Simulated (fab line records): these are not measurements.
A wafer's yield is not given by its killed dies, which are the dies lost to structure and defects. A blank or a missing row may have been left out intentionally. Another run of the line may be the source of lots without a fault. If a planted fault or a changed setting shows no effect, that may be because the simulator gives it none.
A lot that was struck, set against a sound lot    flow nandHarc    15 out of 1302 route steps
Sound: these wafers, L107.3, L107.4, L107.6. Struck: wafer L120.3 (L120.4, L120.5, from the same lot, were not struck and are left out); the cause is given at the end.
Per side, at each step with rows, come the tool, then ch with its chambers, and then its first start. Under that, the readings that differ: sound wafers    struck wafers    difference of the means    sigmas: that difference in standard deviations of wafers without a fault.
alike: readings with means less than 2 such deviations apart, plus words and numbers identical on both sides. not compared: withheld readings, readings lacking a value on some wafer, bounds such as >300 that could conceal the same value, and numbers that have no deviation in the record and whose values overlap.
Wherever a step has rows on one side only, a row that says differs or no value, or a row with sigmas, the two part there. Numbers that don't overlap but have no deviation are shown without sigmas and don't part them. Lack of a reading on every wafer of one side parts them only where that side has two or more wafers.

first, 2 steps without rows for these wafers: NHARC_A_DECK1_JOINT_ANNEAL_28 (time 1800 s); NHARC_A_DECK1_JOINT_ANNEAL_29 (time 1800 s).
NHARC_A_DECK1_JOINT_CMP_02: polishes SiOx.
  sound on cmp-02 ch 0,1, day 12 04:10; struck on cmp-03 ch 0, day 17 18:28
  alike: motorCurrentA
following that, these wafers have no rows for 1 step: NHARC_A_DECK1_JOINT_SRD_15.
NHARC_A_DECK1_JOINT_DEP_16: deposits SiO2, target thk 45 nm.
  sound on pecvd-02 ch 0,2, day 12 04:34; struck on pecvd-04 ch 0, day 17 18:51
  alike: heaterPowerW, mfcPrecursorSccm, rfFwdPowerW, susceptorTempC, throttleValvePct
NHARC_A_DECK1_JOINT_THK_MEAS_17: measures by ellipsometry.
  sound: filmMetro-01 at day 12 04:50; struck: filmMetro-01 at day 17 19:07
  alike: thkNm
NHARC_A_DECK1_JOINT_INSPECT_05:
  sound: defectInspect-02 at day 12 04:52; struck: defectInspect-02 at day 17 19:08
reading         sound        struck  difference  sigmas
rawDefectCount  198 224 174  541     +342        +3
next comes 1 step that has no rows for these wafers: NHARC_A_ONON_D2_DEP_00 (target thickness 1000 nm).
NHARC_A_ONON_D2_THK_MEAS_02: measures by ellipsometry.
  sound: filmMetro-02 at day 12 05:27; struck: filmMetro-02 at day 17 19:43
  alike: thkNm
next comes 1 step that has no rows for these wafers: NHARC_A_ONON_D2_DEP_03 (target thickness 1000 nm).
NHARC_A_ONON_D2_THK_MEAS_05: measures by ellipsometry.
  sound: filmMetro-02 at day 12 06:01; struck: filmMetro-01 at day 17 20:17
  alike: thkNm
NHARC_A_ONON_D2_DEP_06: target thk 1000 nm.
  sound on pecvdOnon-02 ch 0, day 12 06:11; struck on pecvdOnon-04 ch 0, day 17 20:27
reading             sound                 struck  difference  sigmas
susceptorTempC (C)  399.77 399.26 399.70  400.04  +0.46       +2
  alike: n2oFlowSccm, nh3FlowSccm
NHARC_A_ONON_D2_THK_MEAS_08: measures by ellipsometry.
  sound: filmMetro-02 at day 12 06:35; struck: filmMetro-02 at day 17 20:52
reading     sound        struck  difference  sigmas
thkNm (nm)  989 991 990  512     -478        -54
next comes 1 step that has no rows for these wafers: NHARC_A_ONON_D2_DEP_09 (target thickness 1000 nm).
-- the record jumps here: 12 days lie between the struck wafers' starts before and after (it left off in module A_ONON_D2 and takes up again in module END, whose first step shown is number 1302 of the route) --
NHARC_END_SORT_01:
  only the struck wafers appear in the record here, on prober-01 ch 0 at day 29 20:08; the sound ones have no rows

== WHERE THEY PART ==
First at NHARC_A_DECK1_JOINT_INSPECT_05; last, within this record, at NHARC_END_SORT_01.

WHY: what the simulator had put in
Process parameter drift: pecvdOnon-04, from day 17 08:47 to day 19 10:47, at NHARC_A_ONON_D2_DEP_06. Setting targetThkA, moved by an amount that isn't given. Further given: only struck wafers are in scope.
